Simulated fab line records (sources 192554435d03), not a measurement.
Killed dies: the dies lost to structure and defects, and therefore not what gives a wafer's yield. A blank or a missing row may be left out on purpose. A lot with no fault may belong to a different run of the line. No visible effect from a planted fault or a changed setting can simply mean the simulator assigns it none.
Matching of chambers :: flow n5 finfet :: 3 sister chambers for N5_FIN_SAQP_HM_DEP_03 on pecvd-03
The step deposits SiNx from SiH4/NH3/N2, target thk 38 nm, time 33.6 s. 6 wafers are shown with their chamber, then 11 later ones without.

WAFERS WITH THEIR CHAMBER
wafer: L083.4
chamber: 2
throttle valve pct (%): 37.1
showerhead plenum p Torr (Torr): 5.24

wafer: L089.4
chamber: 0
throttle valve pct (%): 41.5
showerhead plenum p Torr (Torr): 5.14

wafer: L090.2
chamber: 2
throttle valve pct (%): 37.1
showerhead plenum p Torr (Torr): 5.25

wafer: L090.5
chamber: 1
throttle valve pct (%): 40.8
showerhead plenum p Torr (Torr): 5.15

wafer: L090.6
chamber: 0
throttle valve pct (%): 41.6
showerhead plenum p Torr (Torr): 5.13

wafer: L092.2
chamber: 1
throttle valve pct (%): 40.6
showerhead plenum p Torr (Torr): 5.16

WAFERS WITHOUT THEIR CHAMBER
wafer: L092.3
throttle valve pct (%): 37.2
showerhead plenum p Torr (Torr): 5.24

wafer: L092.4
throttle valve pct (%): 41.6
showerhead plenum p Torr (Torr): 5.14

wafer: L093.1
throttle valve pct (%): 37.2
showerhead plenum p Torr (Torr): 5.25

wafer: L093.2
throttle valve pct (%): 41.6
showerhead plenum p Torr (Torr): 5.11

wafer: L093.3
throttle valve pct (%): 40.7
showerhead plenum p Torr (Torr): 5.16

wafer: L093.4
throttle valve pct (%): 41.8
showerhead plenum p Torr (Torr): 5.12

wafer: L093.5
throttle valve pct (%): 41.0
showerhead plenum p Torr (Torr): 5.16

wafer: L093.6
throttle valve pct (%): 36.9
showerhead plenum p Torr (Torr): 5.24

wafer: L094.2
throttle valve pct (%): 37.3
showerhead plenum p Torr (Torr): 5.26

wafer: L094.3
throttle valve pct (%): 40.6
showerhead plenum p Torr (Torr): 5.16

wafer: L094.5
throttle valve pct (%): 37.1
showerhead plenum p Torr (Torr): 5.24

THE CHAMBER EACH PASSED THROUGH
wafer: L092.3
from the rows above: 2
in truth: 2

wafer: L092.4
from the rows above: 0
in truth: 0

wafer: L093.1
from the rows above: 2
in truth: 2

wafer: L093.2
from the rows above: 0
in truth: 0

wafer: L093.3
from the rows above: 1
in truth: 1

wafer: L093.4
from the rows above: 0
in truth: 0

wafer: L093.5
from the rows above: 1
in truth: 1

wafer: L093.6
from the rows above: 2
in truth: 2

wafer: L094.2
from the rows above: 2
in truth: 2

wafer: L094.3
from the rows above: 1
in truth: 1

wafer: L094.5
from the rows above: 2
in truth: 2
Placed correctly: 11 of 11. Not placeable from these rows: 0. 0 placed wrongly.
How it was worked out, from the rows above alone: a wafer's distance from a chamber is the root of the sum, over the readings, of the square of ((its reading less the chamber's mean) divided by the reading's scatter). If the next closest chamber is less than 2 further off than the closest, the wafer can't be placed; otherwise it belongs to the closest. Each chamber's mean is taken over the wafers shown for it. The scatter: take each reading less its chamber's mean, square it, sum over the shown wafers, divide by the number of wafers less the number of chambers, and take the root.
